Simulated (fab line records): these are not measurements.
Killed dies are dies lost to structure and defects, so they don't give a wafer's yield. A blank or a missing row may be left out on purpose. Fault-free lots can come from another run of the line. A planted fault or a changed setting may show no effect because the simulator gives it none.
8D (eight disciplines) problem report, filled in by code + flow n5Finfet + the parts of the form that need people (team, actions taken, sign-off) are left out

## 1. THE ISSUE
Wafers free of any fault read 843 nm (standard deviation 20) for M15_THK at N5_BEOL_M15_THK_MEAS_50, against a mean of 1563 nm on 2 wafers of 2 lots. Relative to the usual mean, that is a shift of +36 standard deviations.
The step: measures by xrf.
Earliest sighting: wafer L863.6 on filmMetro-02 at day 15 13:14. At this step, 24 wafers from 8 lots have a number in the record. The rule behind "out" and "out of limits": a value lying over 4 standard deviations away from the usual mean. The other wafers with a number count as sound.

## 2. WHAT IT IS, AND WHAT IT ISN'T
| question                    | is                | is not                                                                    |
|-----------------------------|-------------------|---------------------------------------------------------------------------|
| which readings at this step | M15_THK           | -                                                                         |
| which lots                  | L863, L865        | L850, L857, L859, L861, L862, L871                                        |
| which wafers of those lots  | L863.6, L865.2    | L863.3, L863.4, L865.3, L865.5                                            |
| read on which gauges        | filmMetro-02      | filmMetro-01                                                              |
| when                        | from day 15 13:14 | up to then (17 sound wafers); but 5 sound wafers of L865, L871 came after |

## 3. WHAT RULES OUT EACH SUSPECT
Counting: any tool at a process step up to the reading remains a suspect provided it ran every lot that is out. Sound lots after the first of them don't rule it out here, since some wafers of a struck lot are sound.
- the gauge at N5_BEOL_M15_THK_MEAS_50: ruled out. All the wafers that are out were read on filmMetro-02, but those of them that N5_BEOL_M15_CMP_49 has rows for are out there too, on other tools.
- rieDiel-06 at N5_BEOL_M15_STRIP_62 (strips in O2): kept. It ran every lot that is out, first L863 (day 15 12:07); its last sound lot up to then is L862 (day 15 08:38). N5_BEOL_M15_STRIP_62 gives no start for some lots, so the hours and the order of its lots are those of N5_BEOL_M15_SPUTTER_43.
- rieDiel-06 at N5_BEOL_M15_ETCH_38 (etches SiCN in CF4/N2, target depth 106.4 nm, time 120.5 s): kept. It ran every lot that is out, first L863 (day 15 12:07); its last sound lot up to then is L862 (day 15 08:38). N5_BEOL_M15_ETCH_38 gives no start for some lots, so the hours and the order of its lots are those of N5_BEOL_M15_SPUTTER_43.
- cmp-02 at N5_BEOL_M15_CMP_49 (polishes, stops on SiO2, t overpolish 4.9 s, target thk 850 nm): kept. It ran every lot that is out, first L863 (day 15 12:56); its last sound lot up to then is L861 (day 15 05:23). Out on those wafers are its own readings of barrierFieldEndpointS, overpolishRunS.
rieDiel-06 at N5_BEOL_M15_STRIP_62, rieDiel-06 at N5_BEOL_M15_ETCH_38 and cmp-02 at N5_BEOL_M15_CMP_49 are what is left after counting.

## 4. THE CAUSE (what the simulator had put in)
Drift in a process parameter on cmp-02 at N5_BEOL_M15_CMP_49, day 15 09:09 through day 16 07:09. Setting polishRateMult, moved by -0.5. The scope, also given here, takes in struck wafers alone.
After counting, 3 suspects remain, this tool included.

## 5. THE EFFECT CHAIN, in route order
Each row: a reading whose mean over the struck wafers that have a number lies more than 3 standard deviations from the usual. Only readings whose record carries a usual standard deviation are examined. hours: median over the lots of the time between each lot's start at the first step of this table that gives one and its start at this step. sigmas: the change, counted in usual standard deviations.
| hours | step                    | reading               | usual   | on struck wafers | change | sigmas      |
|-------|-------------------------|-----------------------|---------|------------------|--------|-------------|
| 0     | N5_BEOL_M15_CMP_49      | barrierFieldEndpointS | 11.33 s | 22.88            | +11.55 | +41         |
| 0     | N5_BEOL_M15_CMP_49      | overpolishRunS        | 4.900 s | 3.104            | -1.796 | -99 or more |
| 0     | N5_BEOL_M15_THK_MEAS_50 | M15_THK               | 843 nm  | 1563             | +720   | +36         |
| 0     | N5_BEOL_M15_INSPECT_55  | rawDefectCount        | 69      | 6364             | +6296  | +99 or more |
| 15    | N5_PASSIVATION_PROBE_49 | defectLimitedYield    | 91.4 %  | 0.0              | -91.4  | -57         |
| 15    | N5_PASSIVATION_PROBE_49 | killed_at_M4_up       | 14      | 1096             | +1082  | +99 or more |
| 15    | N5_PASSIVATION_PROBE_49 | killedDies            | 101     | 1180             | +1079  | +57         |
| 15    | N5_PASSIVATION_PROBE_49 | killedOnRim           | 13      | 152              | +139   | +36         |
| 15    | N5_PASSIVATION_PROBE_49 | sortNPass             | 1078    | 0                | -1078  | -54         |
| 15    | N5_PASSIVATION_PROBE_49 | sortYieldPct          | 91.3 %  | 0.0              | -91.3  | -54         |
The process steps in it:
- N5_BEOL_M15_CMP_49: polishes, stops on SiO2, t overpolish 4.9 s, target thk 850 nm.
- N5_PASSIVATION_PROBE_49

## 6. HOW IT WOULD HAVE BEEN CAUGHT EARLIER
The first out-of-limits reading at a measuring or inspecting step in this record came at day 15 13:14, 4 hours after the fault's start at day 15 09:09.
Tool's own readings at N5_BEOL_M15_CMP_49, barrierFieldEndpointS, overpolishRunS: out on all struck wafers the step has rows for; an alarm limit on them would have tripped on the first.
Lots out: 2; of these, L865 started N5_BEOL_M15_CMP_49 on cmp-02 after day 15 13:14. It would have been spared by a hold on the tool at that moment.
